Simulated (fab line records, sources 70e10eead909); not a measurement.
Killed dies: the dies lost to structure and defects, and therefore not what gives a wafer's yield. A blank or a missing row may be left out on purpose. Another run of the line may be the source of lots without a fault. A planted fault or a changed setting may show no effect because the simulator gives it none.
Chamber matching    flow nand_harc    NHARC_A_STAIRCASE_ALD_415 on ald_hk-03 has 4 sister chambers
The step deposits SiO2, target thk 30 nm, pulse time 6 s, ald cycles 300. 7 wafers are shown with their chamber, then 8 later ones without.

== WAFERS, EACH WITH ITS CHAMBER ==
wafer   chamber  heater_power_w (W)  heater_power_outer_w (W)
L083.2  1        531                 310
L088.1  0        423                 232
L088.5  3        431                 241
L090.1  0        432                 231
L090.5  2        517                 275
L090.6  3        433                 239
L092.1  2        516                 277

== WAFERS WITH NO CHAMBER GIVEN ==
wafer   heater_power_w (W)  heater_power_outer_w (W)
L092.3  512                 309
L092.6  433                 244
L094.4  531                 328
L094.5  550                 320
L094.6  511                 274
L096.1  498                 276
L096.2  420                 241
L096.3  550                 329

== THE CHAMBER EACH PASSED THROUGH ==
wafer   from the rows above  in truth
L092.3  1                    1
L092.6  3                    3
L094.4  1                    1
L094.5  1                    1
L094.6  2                    2
L096.1  2                    2
L096.2  3                    3
L096.3  1                    1
Correct placement for 8 of the 8. Not placeable from these rows: 0. Number placed wrongly: 0.
How it was worked out, from the rows above alone: a wafer's distance from a chamber is the root of the sum, over the readings, of the square of ((its reading less the chamber's mean) divided by the reading's scatter). If the next closest chamber is less than 2 further off than the closest, the wafer can't be placed; otherwise it belongs to the closest. Each chamber's mean is taken over the wafers shown for it. The scatter: take each reading less its chamber's mean, square it, sum over the shown wafers, divide by the number of wafers less the number of chambers, and take the root.
